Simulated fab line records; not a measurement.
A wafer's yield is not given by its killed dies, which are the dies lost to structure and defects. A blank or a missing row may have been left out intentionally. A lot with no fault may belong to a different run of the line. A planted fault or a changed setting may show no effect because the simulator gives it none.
Which of the tools did it? :: flow n5-finfet :: at 1 step of a route of 1938, 10 lots with 30 wafers sampled

WHAT THE GAUGES READ, wafer by wafer
N5_BEOL_M2_CD_MEAS_11: the cd target is 16.79 nm.
lot: L390
measured: day 6 16:32
on: cd-sem-03
cd-nm (nm): 16.74 17.03 16.97

lot: L394
measured: day 7 20:15
on: cd-sem-02
cd-nm (nm): 16.71 16.89 16.50

lot: L395
measured: day 7 23:30
on: cd-sem-02
cd-nm (nm): 16.77 16.76 16.94

lot: L396
measured: day 8 04:14
on: cd-sem-01
cd-nm (nm): 17.25 16.77 16.47

lot: L398
measured: day 8 17:47
on: cd-sem-01
cd-nm (nm): 16.90 16.59 16.99

lot: L399
measured: day 8 20:03
on: cd-sem-02
cd-nm (nm): 17.36 17.20 16.99

lot: L401
measured: day 10 07:49
on: cd-sem-03
cd-nm (nm): 16.89 16.94 16.86

lot: L406
measured: day 11 10:18
on: cd-sem-03
cd-nm (nm): 17.23 16.89 16.89

lot: L407
measured: day 11 22:01
on: cd-sem-03
cd-nm (nm): 17.00 16.80 17.25

lot: L411
measured: day 12 10:38
on: cd-sem-03
cd-nm (nm): 16.74 16.73 16.58

EACH LOT AND THE TOOL THAT RAN IT (in order: tool; ch and the chambers of the sampled wafers; start)
Record: no process step prior to these readings.

THE ANSWER, worked out from the rows above alone
Rule: usual is defined by the lots themselves. Put in order of their means at a reading, lots are off if they are a third of the lots or fewer, leave a main group of 4 or more, and stand apart from it by a gap of 3 or more times the standard deviation of the main group's means; of several such gaps the widest counts. A main group whose means are all the same, to the digits that the tables above print for the reading, isn't used. Also off: a lot with no number at a reading for which 4 or more lots have one. Where the step has rows for the other lots, those lots are counted as sound.
Nothing can be told from this: no lot is off at any reading shown.

WHAT THE SIMULATOR HAD INSERTED
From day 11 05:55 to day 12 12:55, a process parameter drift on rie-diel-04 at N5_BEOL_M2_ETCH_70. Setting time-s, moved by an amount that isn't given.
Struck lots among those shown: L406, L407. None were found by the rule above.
